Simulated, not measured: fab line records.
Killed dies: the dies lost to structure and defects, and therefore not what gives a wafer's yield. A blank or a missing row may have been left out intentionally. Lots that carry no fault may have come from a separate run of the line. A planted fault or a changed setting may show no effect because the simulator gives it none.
Chamber matching || flow nand-harc || 4 sister chambers for NHARC_P_M2_ETCH_35 on rie-diel-05
The step etches the open film in N2/H2, target depth 40 nm, overetch 12 nm, time 43.94 s. 4 wafers are shown with their chamber, then 8 later ones without.

== EACH WAFER AND ITS CHAMBER ==
{"wafer": "L306.6", "chamber": 1, "drypump-motor-current-A (A)": 5.42}
{"wafer": "L314.1", "chamber": 0, "drypump-motor-current-A (A)": 5.70}
{"wafer": "L314.2", "chamber": 3, "drypump-motor-current-A (A)": 5.35}
{"wafer": "L318.1", "chamber": 2, "drypump-motor-current-A (A)": 5.76}

== WAFERS WHOSE CHAMBER IS MISSING ==
{"wafer": "L318.3", "drypump-motor-current-A (A)": 5.72}
{"wafer": "L318.6", "drypump-motor-current-A (A)": 5.71}
{"wafer": "L321.1", "drypump-motor-current-A (A)": 5.39}
{"wafer": "L321.4", "drypump-motor-current-A (A)": 5.71}
{"wafer": "L321.5", "drypump-motor-current-A (A)": 5.40}
{"wafer": "L323.2", "drypump-motor-current-A (A)": 5.74}
{"wafer": "L323.3", "drypump-motor-current-A (A)": 5.39}
{"wafer": "L323.6", "drypump-motor-current-A (A)": 5.72}

== WHICH CHAMBER EACH ONE RAN IN ==
{"wafer": "L318.3", "from the rows above": "can't be placed: 0 or 2", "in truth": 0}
{"wafer": "L318.6", "from the rows above": "can't be placed: 0 or 2", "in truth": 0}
{"wafer": "L321.1", "from the rows above": "can't be placed: 1 or 3", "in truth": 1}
{"wafer": "L321.4", "from the rows above": "can't be placed: 0 or 2", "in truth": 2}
{"wafer": "L321.5", "from the rows above": "can't be placed: 1 or 3", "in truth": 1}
{"wafer": "L323.2", "from the rows above": "can't be placed: 2 or 0", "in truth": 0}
{"wafer": "L323.3", "from the rows above": "can't be placed: 1 or 3", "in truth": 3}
{"wafer": "L323.6", "from the rows above": "can't be placed: 0 or 2", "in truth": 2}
Placed correctly: 0 of 8. Not placeable from these rows: 8 (in 8, the candidates include the true chamber). Number placed wrongly: 0.
How it was worked out, from the rows above alone: a wafer's distance from a chamber is the root of the sum, over the readings, of the square of ((its reading less the chamber's mean) divided by the reading's scatter). If the next closest chamber is less than 2 further off than the closest, the wafer can't be placed; otherwise it belongs to the closest. A chamber's mean is the mean of its shown wafers. The scatter (one wafer shown for each chamber): square how far every hidden wafer sits from the nearest shown wafer, average those squares and take the square root.
